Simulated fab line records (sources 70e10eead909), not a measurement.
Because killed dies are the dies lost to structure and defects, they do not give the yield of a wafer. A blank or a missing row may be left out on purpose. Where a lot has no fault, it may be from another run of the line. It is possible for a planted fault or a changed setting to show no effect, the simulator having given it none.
Matching of chambers -- flow nand-harc -- NHARC_A_STAIRCASE_DEP_322 on pecvd-02: 3 sister chambers
The step deposits SiO2, target thk 7200 nm. 6 wafers are shown with their chamber, then 9 later ones without.

EACH WAFER AND ITS CHAMBER
wafer,chamber,heater-power-w (W),mfc-precursor-sccm (sccm)
L086.4,0,589,200.7
L087.2,2,700,199.7
L087.6,2,570,200.2
L088.1,1,887,199.1
L088.3,0,696,201.4
L088.4,1,739,199.5

WAFERS WITHOUT THEIR CHAMBER
wafer,heater-power-w (W),mfc-precursor-sccm (sccm)
L089.3,855,199.4
L089.4,736,199.1
L089.5,601,200.0
L091.3,615,200.4
L091.5,608,200.1
L091.6,710,201.0
L095.2,655,200.0
L095.3,921,200.6
L095.6,729,199.4

CHAMBER TAKEN BY EACH
wafer,from the rows above,in truth
L089.3,1,1
L089.4,can't be placed: 1 or 2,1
L089.5,2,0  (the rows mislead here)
L091.3,can't be placed: 2 or 0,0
L091.5,can't be placed: 2 or 0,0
L091.6,0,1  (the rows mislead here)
L095.2,2,2
L095.3,can't be placed: 0 or 2 or 1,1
L095.6,can't be placed: 1 or 2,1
2 of 9 placed correctly. Unplaceable from these rows: 5, with the true chamber sitting among the candidates in 5. 2 placed wrongly.
How it was worked out, from the rows above alone: a wafer's distance from a chamber is the root of the sum, over the readings, of the square of ((its reading less the chamber's mean) divided by the reading's scatter). If the next closest chamber is less than 2 further off than the closest, the wafer can't be placed; otherwise it belongs to the closest. For every chamber, the mean is computed from those of its wafers that are shown. How the scatter is found: for the shown wafers, subtract from each reading the mean of its chamber, square and add these, divide the total by (wafers less chambers), then take the root.
